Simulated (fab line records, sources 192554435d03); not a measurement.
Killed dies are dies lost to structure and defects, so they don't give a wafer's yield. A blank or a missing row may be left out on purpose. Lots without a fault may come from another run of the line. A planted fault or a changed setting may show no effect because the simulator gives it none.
A struck lot beside a sound one | flow n5_finfet | 37 steps out of a route of 1938
Sound: wafers L488.1, L488.4, L488.5. Struck: wafers L482.2, L482.3, L482.6. The cause comes at the end.
At each step with rows: each side's tool, then ch and its chambers, then its first start. Under that, the readings that differ: sound wafers | struck wafers | difference of the means | sigmas: that difference in standard deviations of wafers without a fault.
alike: readings whose means differ by less than 2 such deviations, and words and numbers that are the same on both sides. not compared: withheld readings, readings that some wafer has no value for, bounds like >300 that may hide the same value, and numbers for which the record gives no deviation and whose values overlap.
The two part at a step that has a row with sigmas, a row that says differs or no value, or rows on one side only. Numbers that don't overlap but have no deviation are shown without sigmas and don't part them. A reading that every wafer of one side lacks parts them only if that side has two wafers or more.

first, 9 steps without rows for these wafers: N5_BEOL_M4_ANNEAL_95 (time 240 s); N5_BEOL_M4_SPUTTER_96 (material Cu, target thk 4.5 nm, time 8.29 s); N5_BEOL_M4_ECD_50 (material Cu, target thk 300 nm); N5_BEOL_M4_ANNEAL_51 (time 90 s); N5_BEOL_M4_CMP_52 (polishes, stops on SiOC, t overpolish 6.8 s, target thk 40 nm); N5_BEOL_M4_PRE_CLEAN_60 (time 15 s); N5_BEOL_M4_CO_CAP_55 (material Co, precursor CCTBA/H2, target thk 2 nm, time 102.1 s); N5_BEOL_M4_PRE_CLEAN_56 (time 15 s); N5_BEOL_M4_DEP_57 (deposits SiCN from 3MS/NH3, target thk 8 nm, time 14 s).
N5_BEOL_M4_RC_MEAS_101:
  sound on prober-02 ch 0, day 14 09:47; struck on prober-02 ch 0, day 13 10:44
  alike: DIBL_N, DIBL_P, IOFF_N, IOFF_P, ION_N, ION_P, SS_N, SS_P, VT_N, VT_P
then, 24 steps without rows for these wafers: N5_BEOL_M5_ILD_DEP_00 (deposits SiCOH lowk from DEMS/porogen, target thk 140.64 nm, time 25.9 s); N5_BEOL_M5_CURE_79 (cures SiCOH lowk, time 240 s); N5_BEOL_M5_PECVD_70 (deposits SiO2 from TEOS/O2, target thk 16 nm, time 18 s); N5_BEOL_M5_HM_DEP_02 (deposits TiN, target thk 20 nm); N5_BEOL_M5_COAT_59 (time 60 s, resist thk 60 nm); N5_BEOL_M5_COAT_60 (time 60 s, resist thk 12 nm); N5_BEOL_M5_COAT_71 (time 60 s, resist thk 5 nm); N5_BEOL_M5_COAT_05 (resist thk 30 nm); N5_BEOL_M5_EBR_07; N5_BEOL_M5_SOFTBAKE_06 (time 60 s); N5_BEOL_M5_EXPOSE_08 (exposes mask M5, target cd 28 nm); N5_BEOL_M5_PEB_09 (peb time 60 s); N5_BEOL_M5_DEVELOP_10 (develop time 30 s); N5_BEOL_M5_DESCUM_16 (chemistry O2, time 7 s); N5_BEOL_M5_ETCH_72 (etches underlayer in N2/H2, target depth 6.5 nm, time 5.2 s); N5_BEOL_M5_ETCH_61 (etches SiARC in CF4, target depth 15.6 nm, time 26 s); N5_BEOL_M5_ETCH_62 (etches SOC in N2/H2, target depth 75 nm, overetch 15 nm, time 112.5 s); N5_BEOL_M5_STRIP_63 (strips in N2/H2); N5_BEOL_M5_STRIP_73 (strips in N2/H2); N5_BEOL_M5_STRIP_64 (strips in CF4); N5_BEOL_M5_HM_OPEN_17 (chemistry Cl2/BCl3, target TiN, target depth 20 nm, overetch 6 nm); N5_BEOL_M5_STRIP_19 (strips in O2); N5_BEOL_M5_COAT_65 (time 60 s, resist thk 60 nm); N5_BEOL_M5_COAT_66 (time 60 s, resist thk 12 nm).
N5_BEOL_M10_ILD_DEP_00: deposits SiCOH lowk from DEMS/porogen, target thk 308.51 nm, time 58 s.
  sound on pecvd-02 ch 0,1, day 16 15:05; struck on pecvd-02 ch 0,1,2, day 15 06:15
  no value came back on the struck wafers for any of 5 readings (chamber_pressure_Torr (Torr), heater_power_outer_w (W) and others); on the sound wafers chamber_pressure_Torr (Torr) reads 4.974 4.976 4.989
N5_BEOL_M10_OCD_MEAS_38:
  sound on ocd-01, day 16 22:10; struck on ocd-01, day 15 11:58
  reading              | sound             | struck | difference                    | sigmas
  trench_depth_nm (nm) | 151.2 149.3 152.1 | - - -  | no value on the struck wafers |
-- the record jumps here: 3 days lie between the struck wafers' starts before and after (it left off in module BEOL_M10 and takes up again in module PASSIVATION, whose first step shown is number 1936 of the route) --
N5_PASSIVATION_PROBE_49:
  sound on prober-02, day 19 03:58; struck on prober-01, day 18 02:17
  reading                  | sound          | struck         | difference | sigmas
  defect_limited_yield (%) | 91.9 94.0 93.3 | 0 0 0          | -93        | -58
  killed_at_M0_to_M3       | 31 24 24       | 2 2 8          | -22        | -2
  killed_at_M4_up          | 20 10 18       | 1165 1168 1161 | +1149      | +99 or more
  killed_at_contacts       | 23 16 12       | 6 2 3          | -13        | -2
  killed_dies              | 95 71 79       | 1180 1180 1180 | +1098      | +58
  killed_on_rim            | 13 7 14        | 152 152 152    | +141       | +36
  killed_open              | 64 50 53       | 13 11 14       | -43        | -3
  killed_short             | 26 21 23       | 3 4 8          | -18        | -2
  sort_bin_5_function (%)  | 3.7 3.8 3.6    | 73.3 75.6 71.4 | +69.7      | +70
  sort_n_pass              | 1085 1109 1101 | 0 0 0          | -1098      | -50
  sort_yield_pct (%)       | 91.9 94.0 93.3 | 0 0 0          | -93        | -49
  alike: killed_at_front_end, killed_at_other, sort_bin_6_memory

WHERE THEY PART
First at N5_BEOL_M10_ILD_DEP_00; last, within this record, at N5_PASSIVATION_PROBE_49.

WHY: what the simulator had put in
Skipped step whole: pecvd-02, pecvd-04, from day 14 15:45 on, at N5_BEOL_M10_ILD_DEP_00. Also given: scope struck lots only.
